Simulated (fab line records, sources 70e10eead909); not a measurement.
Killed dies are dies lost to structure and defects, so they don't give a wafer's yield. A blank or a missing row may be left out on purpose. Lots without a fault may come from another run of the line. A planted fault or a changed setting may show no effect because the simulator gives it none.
fab line records | flow nand_harc | part 1 of 2: steps 1 to 22 of 35
record lots=5 wafers=15 last_day=31
route steps=1302 shown A_CHANNEL_FILL_D2@611 A_STAIRCASE@639
lots that met no fault: from a run of the same line without faults
start_h: hours from the record's first day to the start of the lot's first wafer shown | wait_h: hours since the lot's step before | " the same as in the row above | L1.1+2: a row that stands for several wafers | - no value, or no start given | * or withheld: withheld | < > ~ a bound
route shown NAME@n: a module of which the file shows steps, and the number in the route of the first | usual: mean/standard deviation of fault-free wafers | same: alike in all rows | chamber/n: place in a boat | sites: the reading at each site | _std_site: their standard deviation | _edge_site: outer sites' mean less inner sites' | radius_mm: how far each site lies from the wafer's centre | mask NAME#n: copy n | behind: the tool/chamber that last shaped the wafer | hold: why the lot was held/for how many hours/how that ended | device: the transistor (n, p or np) that didn't switch | end of line: the same wafers' tests at the end of the route | a step without rows: its recipe alone | killed: dies lost to structure and defects at the first sort, not the wafer's yield | map: a wafer's dies, x killed, . not, _ none there
set.NAME: the setting as run; set.NAME@STEP: as run at that earlier step | model.NAME: the simulator's own value behind a step, which no gauge read
lots at some steps of the route; a table a step, a row a wafer
services: from which hour (start_h, from the record's first day; less than 0 if before it) a tool's chamber was out of use, for how many hours, and why
## steps
# step NHARC_A_CHANNEL_FILL_D2_SRD_01
# columns lot.wafer tool chamber start_h wait_h
L078.6+1+4 wet_bench-03 3,5,6 - -
L082.1+5+2 wet_bench-02 3,5,7 - -
L083.6+4+2 wet_bench-02 0,1,3 - -
L086.4+1+5 wet_bench-01 2,3,7 - -
L093.5+1+2 wet_bench-03 4,5,6 - -
# step NHARC_A_CHANNEL_FILL_D2_ALD_02
# recipe target_thk_a=60 pulse_time_s=10 ald_cycles=60 temp_c=300 material=SiO2
# usual heater_power_w=461/36 precursor_pulse_height_rel=0.998/0.02
# columns lot.wafer tool chamber start_h wait_h heater_power_w precursor_pulse_height_rel since_wet_clean_h
L078.1 ald_hk-04 1 327.88 - 449 0.989 57
L078.4 " 2 " " 481 1.007 57
L078.6 " 0 " " 462 1.052 -
L082.2 ald_hk-04 3 393.15 - 547 1.036 122
L082.1 " 1 " " 461 1.008 123
L082.5 " 3 " " 533 0.984 -
L083.4 ald_hk-03 1 405.68 - 481 0.971 3
L083.2 " 3 " " 461 1.018 3
L083.6 " 2 " " 467 0.976 -
L086.4 ald_hk-04 0 413.88 - 470 0.980 143
L086.1 " 1 " " 458 0.999 143
L086.5 " 3 " " 557 0.976 -
L093.1 ald_hk-03 0 478.92 - 470 0.996 76
L093.2 " 1 " " 469 1.026 77
L093.5 " 0 " " 458 0.998 -
# step NHARC_A_CHANNEL_FILL_D2_ALD_03
# recipe target_thk_a=60 pulse_time_s=60 ald_cycles=58 temp_c=630 pressure_torr=2 material=SiNx
# usual precursor_pulse_height_rel=0.997/0.018
# columns lot.wafer tool chamber start_h wait_h precursor_pulse_height_rel
L078.1 ald_sin_batch-02 0 - - 1.015
L078.4 " 0 " " 0.982
L078.6 " 0 " " 0.967
L082.1 ald_sin_batch-01 0 - - 1.003
L082.2 " 0 " " 1.002
L082.5 " 0 " " 1.020
L083.2 ald_sin_batch-01 0 - - 0.975
L083.4 " 0 " " 1.019
L083.6 " 0 " " 0.986
L086.1 ald_sin_batch-01 0 - - 0.994
L086.4 " 0 " " 1.019
L086.5 " 0 " " 0.991
L093.1 ald_sin_batch-03 0 - - 1.013
L093.2 " 0 " " 1.022
L093.5 " 0 " " 0.978
# step NHARC_A_CHANNEL_FILL_D2_ALD_14
# recipe target_thk_a=25 pulse_time_s=10 ald_cycles=25 temp_c=300 material=SiO2
# usual heater_power_w=464/36 precursor_pulse_height_rel=0.999/0.02
# columns lot.wafer tool chamber start_h wait_h heater_power_w precursor_pulse_height_rel since_wet_clean_h
L078.4 ald_hk-02 3 334.75 0.0 469 0.969 153
L078.1 " 1 " " 442 0.993 153
L078.6 " 3 " " 444 1.017 -
L082.2 ald_hk-04 1 400.24 0.1 439 0.996 129
L082.1 " 2 " " 466 0.976 129
L082.5 " 1 " " 441 1.020 -
L083.2 ald_hk-03 3 412.56 0.3 471 0.989 10
L083.4 " 0 " " 460 0.997 10
L083.6 " 2 " " 476 0.987 -
L086.1 ald_hk-02 0 420.57 0.0 453 0.987 61
L086.4 " 3 " " 447 1.008 61
L086.5 " 0 " " 444 1.033 -
L093.1 ald_hk-04 1 485.90 0.1 452 1.053 35
L093.2 " 3 " " 575 0.976 35
L093.5 " 1 " " 447 1.019 -
# step NHARC_A_CHANNEL_FILL_D2_ALD_15
# recipe target_thk_a=20 pulse_time_s=60 ald_cycles=19 temp_c=630 pressure_torr=2 material=SiNx
# usual precursor_pulse_height_rel=1.000/0.019
# columns lot.wafer tool chamber start_h wait_h precursor_pulse_height_rel
L078.1 ald_sin_batch-03 0 - - 0.981
L078.4 " 0 " " 0.963
L078.6 " 0 " " 1.006
L082.1 ald_sin_batch-01 0 - - 0.986
L082.2 " 0 " " 1.006
L082.5 " 0 " " 0.989
L083.2 ald_sin_batch-02 0 - - 1.003
L083.4 " 0 " " 1.012
L083.6 " 0 " " 1.031
L086.1 ald_sin_batch-02 0 - - 0.991
L086.4 " 0 " " 0.998
L086.5 " 0 " " 0.980
L093.1 ald_sin_batch-02 0 - - 1.005
L093.2 " 0 " " 1.000
L093.5 " 0 " " 0.963
# step NHARC_A_CHANNEL_FILL_D2_ALD_16
# recipe target_thk_a=15 pulse_time_s=10 ald_cycles=15 temp_c=300 material=SiO2
# usual heater_power_w=470/43 precursor_pulse_height_rel=0.998/0.02
# columns lot.wafer tool chamber start_h wait_h heater_power_w precursor_pulse_height_rel since_wet_clean_h
L078.4 ald_hk-04 1 341.31 1.4 449 1.019 70
L078.1 " 2 " " 478 1.021 70
L078.6 " 1 " " 449 0.979 -
L082.1 ald_hk-04 3 405.75 0.4 544 0.988 135
L082.2 " 1 " " 447 1.006 135
L082.5 " 2 " " 460 1.001 -
L083.2 ald_hk-02 0 417.68 0.3 444 0.983 58
L083.4 " 1 " " 436 0.977 58
L083.6 " 2 " " 406 0.979 -
L086.4 ald_hk-03 2 425.77 0.1 463 1.002 23
L086.1 " 0 " " 458 0.992 23
L086.5 " 1 " " 474 0.997 -
L093.1 ald_hk-04 3 491.06 0.1 583 1.004 40
L093.2 " 1 " " 446 1.005 40
L093.5 " 2 " " 476 1.007 -
# step NHARC_A_CHANNEL_FILL_D2_ANNEAL_17
# recipe temp_c=850 time_s=1800
# usual spike_tc_bottom_C=866.8/1.3 zone_power_lower_pct=15.4/1.4
# same time_s=1800
# columns lot.wafer tool chamber start_h wait_h spike_tc_bottom_C zone_power_lower_pct
L078.1 furnace-03 0 347.31 - 866.3 13.9
L078.4 " 0 " " 867.2 13.9
L078.6 " 0 " " 866.5 13.9
L082.1 furnace-03 0 409.05 - 865.2 13.9
L082.2 " 0 " " 865.7 13.9
L082.5 " 0 " " 866.9 13.7
L083.2 furnace-07 0 420.83 - 865.8 16.6
L083.4 " 0 " " 866.6 16.2
L083.6 " 0 " " 868.2 16.4
L086.1 furnace-03 0 429.06 - 865.9 14.2
L086.4 " 0 " " 867.5 13.8
L086.5 " 0 " " 866.8 13.7
L093.1 furnace-07 0 493.27 - 866.7 16.6
L093.2 " 0 " " 865.5 16.7
L093.5 " 0 " " 866.5 16.6
# step NHARC_A_CHANNEL_FILL_D2_CVD_18
# recipe target_thk_a=30 temp_c=550 material=poly-Si
# usual spike_tc_bottom_C=571.5/1.2 zone_power_lower_pct=7.2/0.47
# columns lot.wafer tool chamber start_h wait_h spike_tc_bottom_C zone_power_lower_pct
L078.1 lpcvd_poly-04 0 353.82 - 570.2 7.2
L078.4 " 0 " " 571.1 7.3
L078.6 " 0 " " 572.1 7.3
L082.1 lpcvd_poly-03 0 415.57 - 570.9 7.8
L082.2 " 0 " " 572.2 7.7
L082.5 " 0 " " 570.0 7.8
L083.2 lpcvd_poly-01 0 427.26 - 570.7 6.7
L083.4 " 0 " " 570.7 6.7
L083.6 " 0 " " 571.1 6.8
L086.1 lpcvd_poly-01 0 435.44 - 569.7 6.8
L086.4 " 0 " " 570.3 6.8
L086.5 " 0 " " 571.4 6.7
L093.1 lpcvd_poly-01 0 499.76 - 571.2 6.7
L093.2 " 0 " " 573.1 6.7
L093.5 " 0 " " 572.8 6.7
# step NHARC_A_CHANNEL_FILL_D2_ETCHBACK_19
# recipe target_depth_a=50 time_s=1.7 hbr_flow_sccm=150 cl2_flow_sccm=50 rf_w=400 icp_w=400 bias_w=100 chemistry=HBr/Cl2
# usual drypump_motor_current_A=5.6/0.57 oes_product_au=1.002/0.01 throttle_valve_pct=26.406/0.0082
# same time_s=1.7
# columns lot.wafer tool chamber start_h wait_h drypump_motor_current_A oes_product_au rf_hours_counter_h throttle_valve_pct
L078.4 rie_si-03 0 355.91 0.4 4.8 0.983 0.8 26.401
L078.1 " 2 " " 5.9 0.982 0.8 26.397
L078.6 " 0 " " 4.8 0.987 - 26.399
L082.1 rie_si-02 0 417.67 0.4 5.1 0.988 0.8 26.405
L082.2 " 2 " " 5.8 0.974 0.9 26.405
L082.5 " 3 " " 6.3 1.003 - 26.392
L083.4 rie_si-03 2 429.33 0.4 6.0 0.996 0.1 26.399
L083.2 " 0 " " 4.9 0.988 0.1 26.401
L083.6 " 3 " " 5.5 0.999 - 26.397
L086.1 rie_si-02 2 437.53 0.4 5.7 1.006 1.0 26.397
L086.4 " 3 " " 6.3 1.009 1.1 26.424
L086.5 " 0 " " 5.1 1.009 - 26.414
L093.1 rie_si-02 3 501.87 0.4 6.3 1.006 0.1 26.413
L093.2 " 0 " " 5.0 1.007 0.2 26.398
L093.5 " 2 " " 5.7 1.008 - 26.417
# step NHARC_A_CHANNEL_FILL_D2_ETCHBACK_20
# recipe target_depth_a=270 time_s=13.5 c4f8_flow_sccm=withheld o2_flow_sccm=8 ar_flow_sccm=withheld rf_w=600 bias_w=1500 chemistry=C4F8/O2/Ar
# usual oes_product_au=0.991/0.021 rf_vpp_V=980/6.6
# same time_s=13.5
# columns lot.wafer tool chamber start_h wait_h oes_product_au rf_hours_counter_h rf_vpp_V
L078.4 rie_diel-08 1 356.04 - 0.973 3 987
L078.1 " 3 " " 0.966 4 981
L078.6 " 2 " " 0.967 - 970
L082.1 rie_diel-08 3 417.78 - 1.003 1 980
L082.2 " 0 " " 1.011 1 986
L082.5 " 0 " " 1.001 - 987
L083.4 rie_diel-08 1 429.48 - 0.994 3 985
L083.2 " 2 " " 0.990 2 967
L083.6 " 3 " " 1.010 - 979
L086.1 rie_diel-08 0 437.64 - 1.028 2 988
L086.4 " 2 " " 1.004 3 969
L086.5 " 0 " " 1.024 - 987
L093.1 rie_diel-08 0 501.98 - 0.993 4 988
L093.2 " 1 " " 0.959 5 987
L093.5 " 0 " " 0.994 - 987
# step NHARC_A_CHANNEL_FILL_D2_STRIP_28
# recipe time_s=20 o2_flow_sccm=500 ar_flow_sccm=0 bias_w=0 chemistry=O2
# usual drypump_motor_current_A=5.83/0.29 oes_product_au=1.000/0.0096 rf_vpp_V=57.9/1 showerhead_plenum_p_Torr=3.57/0.17 throttle_valve_pct=17.037/0.0098
# same time_s=20
# columns lot.wafer tool chamber start_h wait_h drypump_motor_current_A oes_product_au rf_hours_counter_h rf_vpp_V showerhead_plenum_p_Torr throttle_valve_pct
L078.1 rie_diel-08 1 356.13 0.1 5.93 0.999 3 57.0 3.74 17.051
L078.4 " 0 " " 5.96 0.993 4 58.5 3.76 17.039
L078.6 " 2 " " 5.51 0.998 - 56.2 3.30 17.035
L082.2 rie_diel-08 2 417.88 0.1 5.50 0.988 1 55.9 3.30 17.032
L082.1 " 0 " " 5.97 1.003 1 57.2 3.76 17.018
L082.5 " 2 " " 5.48 0.991 - 55.4 3.30 17.025
L083.4 rie_diel-08 3 429.55 0.1 5.59 1.006 2 56.9 3.57 17.036
L083.2 " 0 " " 5.97 1.006 2 57.5 3.76 17.014
L083.6 " 0 " " 5.96 1.012 - 57.4 3.76 17.042
L086.4 rie_diel-08 0 437.72 0.1 5.94 1.012 2 59.1 3.76 17.044
L086.1 " 1 " " 5.91 0.985 3 58.3 3.74 17.033
L086.5 " 1 " " 5.92 0.999 - 57.9 3.73 17.032
L093.2 rie_diel-08 3 502.06 0.1 5.59 1.012 4 56.6 3.57 17.031
L093.1 " 0 " " 5.95 1.017 4 58.5 3.75 17.041
L093.5 " 0 " " 5.97 1.016 - 58.6 3.75 17.037
# step NHARC_A_CHANNEL_FILL_D2_PRECLEAN_21
# recipe time_s=30 chemistry=dHF
# same time_s=30
# columns lot.wafer tool chamber start_h wait_h
L078.4+6+1 wet_bench-03 1,2,4 356.23 -
L082.5+2+1 wet_bench-01 6,7,0 417.99 -
L083.4+2+6 wet_bench-02 7,0,4 429.66 -
L086.1+4+5 wet_bench-01 3,5,7 437.82 -
L093.5+1+2 wet_bench-02 1,3,5 502.16 -
# step NHARC_A_CHANNEL_FILL_D2_SRD_23
# columns lot.wafer tool chamber start_h wait_h
L078.4+6+1 wet_bench-03 1,2,4 356.25 0.0
L082.5+2+1 wet_bench-01 6,7,0 418.01 0.0
L083.4+2+6 wet_bench-02 7,0,4 429.69 0.0
L086.1+4+5 wet_bench-01 3,5,7 437.85 0.0
L093.5+1+2 wet_bench-02 1,3,5 502.19 0.0
# step NHARC_A_CHANNEL_FILL_D2_CVD_05
# recipe target_thk_a=50 temp_c=550 material=poly-Si
# usual spike_tc_bottom_C=571.3/1.3 zone_power_lower_pct=7.1/0.4
# columns lot.wafer tool chamber start_h wait_h spike_tc_bottom_C zone_power_lower_pct
L078.1 lpcvd_poly-03 0 358.68 2.4 572.5 7.8
L078.4 " 0 " " 572.4 7.8
L078.6 " 0 " " 572.0 7.6
L082.1 lpcvd_poly-01 0 420.28 2.3 572.3 6.8
L082.2 " 0 " " 571.6 6.8
L082.5 " 0 " " 572.6 6.7
L083.2 lpcvd_poly-01 0 431.97 2.3 572.8 6.7
L083.4 " 0 " " 572.9 6.8
L083.6 " 0 " " 571.6 6.7
L086.1 lpcvd_poly-04 0 440.19 2.3 571.8 7.3
L086.4 " 0 " " 570.7 7.3
L086.5 " 0 " " 570.3 7.3
L093.1 lpcvd_poly-04 0 504.53 2.3 569.8 7.2
L093.2 " 0 " " 569.9 7.2
L093.5 " 0 " " 570.0 7.3
# step NHARC_A_CHANNEL_FILL_D2_ANNEAL_22
# recipe temp_c=620 time_s=7200
# usual spike_tc_bottom_C=639.5/1.3 zone_power_lower_pct=8.5/0.74
# same time_s=7200
# columns lot.wafer tool chamber start_h wait_h spike_tc_bottom_C zone_power_lower_pct
L078.1 furnace-07 0 364.02 3.5 640.2 9.0
L078.4 " 0 " " 638.3 9.1
L078.6 " 0 " " 639.1 9.0
L082.1 furnace-08 0 426.63 4.5 642.0 9.1
L082.2 " 0 " " 639.6 9.2
L082.5 " 0 " " 640.6 9.0
L083.2 furnace-03 0 437.62 3.8 638.8 7.5
L083.4 " 0 " " 640.5 7.7
L083.6 " 0 " " 638.1 7.8
L086.1 furnace-03 0 445.45 3.4 639.0 7.7
L086.4 " 0 " " 638.6 7.6
L086.5 " 0 " " 639.0 7.7
L093.1 furnace-08 0 509.27 2.9 641.2 9.3
L093.2 " 0 " " 641.9 9.1
L093.5 " 0 " " 642.0 9.0
# step NHARC_A_CHANNEL_FILL_D2_THK_MEAS_06
# recipe thk_meas_gauge=ellipsometry
# usual thk_nm=5.1/1
# columns lot.wafer tool chamber start_h wait_h thk_nm
L078.1 film_metro-02 - 368.05 0.4 5.1
L078.4 " - " " 3.3
L078.6 " - " " 5.2
L082.1 film_metro-02 - 430.64 0.4 5.0
L082.2 " - " " 4.3
L082.5 " - " " 5.7
L083.2 film_metro-02 - 441.56 0.4 6.0
L083.4 " - " " 5.1
L083.6 " - " " 4.5
L086.1 film_metro-02 - 449.46 0.4 5.6
L086.4 " - " " 3.8
L086.5 " - " " 4.9
L093.1 film_metro-02 - 513.31 0.4 7.6
L093.2 " - " " 3.5
L093.5 " - " " 6.5
# step NHARC_A_CHANNEL_FILL_D2_ALD_25
# recipe target_thk_a=600 pulse_time_s=10 ald_cycles=600 temp_c=300 material=SiOx
# usual heater_power_w=461/37 precursor_pulse_height_rel=0.997/0.019
# columns lot.wafer tool chamber start_h wait_h heater_power_w precursor_pulse_height_rel since_wet_clean_h
L078.4 ald_hk-02 0 369.35 1.3 455 0.981 11
L078.1 " 1 " " 446 1.029 12
L078.6 " 3 371.22 3.2 445 0.967 -
L082.1 ald_hk-04 0 430.70 0.1 467 1.023 161
L082.2 " 3 432.56 1.9 545 1.016 163
L082.5 " 0 " " 471 0.984 -
L083.4 ald_hk-02 3 444.68 3.1 455 1.004 87
L083.2 " 0 " " 462 1.035 87
L083.6 " 3 447.16 5.6 443 1.006 -
L086.4 ald_hk-02 0 450.75 1.3 458 1.031 93
L086.1 " 1 " " 444 0.978 93
L086.5 " 3 452.60 3.1 453 0.989 -
L093.2 ald_hk-02 1 513.36 0.1 439 1.008 155
L093.1 " 3 514.58 1.3 459 1.002 156
L093.5 " 2 516.40 3.1 403 0.985 -
# step NHARC_A_CHANNEL_FILL_D2_ETCHBACK_08
# recipe target_depth_a=2200 time_s=110 c4f8_flow_sccm=20 ar_flow_sccm=withheld rf_w=600 bias_w=300 chemistry=C4F8
# usual oes_product_au=0.96/0.035 rf_vpp_V=441.5/3
# same time_s=110
# columns lot.wafer tool chamber start_h wait_h oes_product_au rf_hours_counter_h rf_vpp_V
L078.1 rie_diel-06 1 - - 0.96 1 442.4
L078.4 " 0 " " 0.97 1 437.7
L078.6 " 1 " " 0.95 - 441.9
L082.1 rie_diel-08 2 - - 0.91 2 437.5
L082.2 " 1 " " 0.92 3 444.9
L082.5 " 2 " " 0.92 - 437.2
L083.4 rie_diel-06 1 - - 0.99 3 440.5
L083.2 " 2 " " 0.99 3 440.8
L083.6 " 1 " " 0.99 - 441.6
L086.4 rie_diel-08 1 - - 0.92 4 445.0
L086.1 " 3 " " 0.93 3 442.1
L086.5 " 1 " " 0.91 - 444.0
L093.1 rie_diel-06 3 - - 0.94 0 444.0
L093.2 " 0 " " 0.94 1 437.7
L093.5 " 3 " " 0.94 - 444.5
# step NHARC_A_CHANNEL_FILL_D2_STRIP_29
# recipe time_s=20 o2_flow_sccm=500 ar_flow_sccm=0 bias_w=0 chemistry=O2
# usual drypump_motor_current_A=5.83/0.29 oes_product_au=1.002/0.0098 rf_vpp_V=57.8/0.99 showerhead_plenum_p_Torr=3.57/0.16 throttle_valve_pct=17.037/0.0091
# same time_s=20
# columns lot.wafer tool chamber start_h wait_h drypump_motor_current_A oes_product_au rf_hours_counter_h rf_vpp_V showerhead_plenum_p_Torr throttle_valve_pct
L078.1 rie_diel-06 3 - - 5.80 1.009 1 59.4 3.72 17.042
L078.4 " 1 " " 6.55 0.996 1 58.0 3.60 17.040
L078.6 " 2 " " 5.93 1.011 - 57.3 3.57 17.044
L082.2 rie_diel-08 3 - - 5.59 1.006 2 57.7 3.57 17.028
L082.1 " 1 " " 5.93 0.991 3 59.1 3.73 17.035
L082.5 " 2 " " 5.49 0.988 - 56.5 3.30 17.040
L083.4 rie_diel-06 0 - - 6.02 0.993 2 58.2 3.36 17.022
L083.2 " 1 " " 6.54 1.004 3 59.6 3.60 17.043
L083.6 " 2 " " 5.85 1.010 - 56.7 3.57 17.025
L086.1 rie_diel-08 0 - - 5.96 1.017 3 56.8 3.76 17.040
L086.4 " 1 " " 5.93 0.999 4 58.3 3.73 17.052
L086.5 " 0 " " 5.96 1.019 - 58.4 3.75 17.039
L093.2 rie_diel-06 3 - - 5.80 1.002 0 59.1 3.72 17.045
L093.1 " 1 " " 6.51 1.004 1 58.7 3.60 17.024
L093.5 " 3 " " 5.81 1.007 - 58.7 3.72 17.023
# step NHARC_A_CHANNEL_FILL_D2_PRECLEAN_30
# recipe time_s=30 chemistry=dHF
# same time_s=30
# columns lot.wafer tool chamber start_h wait_h
L078.6+4+1 wet_bench-02 2,3,5 373.95 -
L082.2+5+1 wet_bench-02 6,1,2 436.54 -
L083.2+6+4 wet_bench-02 7,1,3 449.87 -
L086.5+1+4 wet_bench-03 7,0,2 455.31 -
L093.1+5+2 wet_bench-03 7,2,3 519.10 -
# step NHARC_A_CHANNEL_FILL_D2_SRD_31
# columns lot.wafer tool chamber start_h wait_h
L078.6+4+1 wet_bench-02 2,3,5 373.99 0.0
L082.2+5+1 wet_bench-02 6,1,2 436.56 0.0
L083.2+6+4 wet_bench-02 7,1,3 449.90 0.0
L086.5+1+4 wet_bench-03 7,0,2 455.33 0.0
L093.1+5+2 wet_bench-03 7,2,3 519.13 0.0
# step NHARC_A_CHANNEL_FILL_D2_CVD_09
# recipe target_thk_a=1500 temp_c=620 pressure_mtorr=200 time_s=3000 material=poly-Si
# usual spike_tc_bottom_C=640.0/1.3 zone_power_lower_pct=8.7/0.5
# same time_s=3000
# columns lot.wafer tool chamber start_h wait_h spike_tc_bottom_C zone_power_lower_pct
L078.1 lpcvd_poly-04 0 376.34 2.3 640.2 8.9
L078.4 " 0 " " 639.3 8.8
L078.6 " 0 " " 637.1 8.8
L082.1 lpcvd_poly-01 0 438.83 2.3 641.2 8.3
L082.2 " 0 " " 640.5 8.2
L082.5 " 0 " " 641.6 8.3
L083.2 lpcvd_poly-03 0 452.33 2.4 640.2 9.5
L083.4 " 0 " " 641.9 9.5
L083.6 " 0 " " 642.9 9.5
L086.1 lpcvd_poly-04 0 457.67 2.3 637.6 8.8
L086.4 " 0 " " 639.4 8.9
L086.5 " 0 " " 638.8 9.0
L093.1 lpcvd_poly-03 0 521.56 2.4 637.8 9.8
L093.2 " 0 " " 640.8 9.3
L093.5 " 0 " " 640.7 9.4
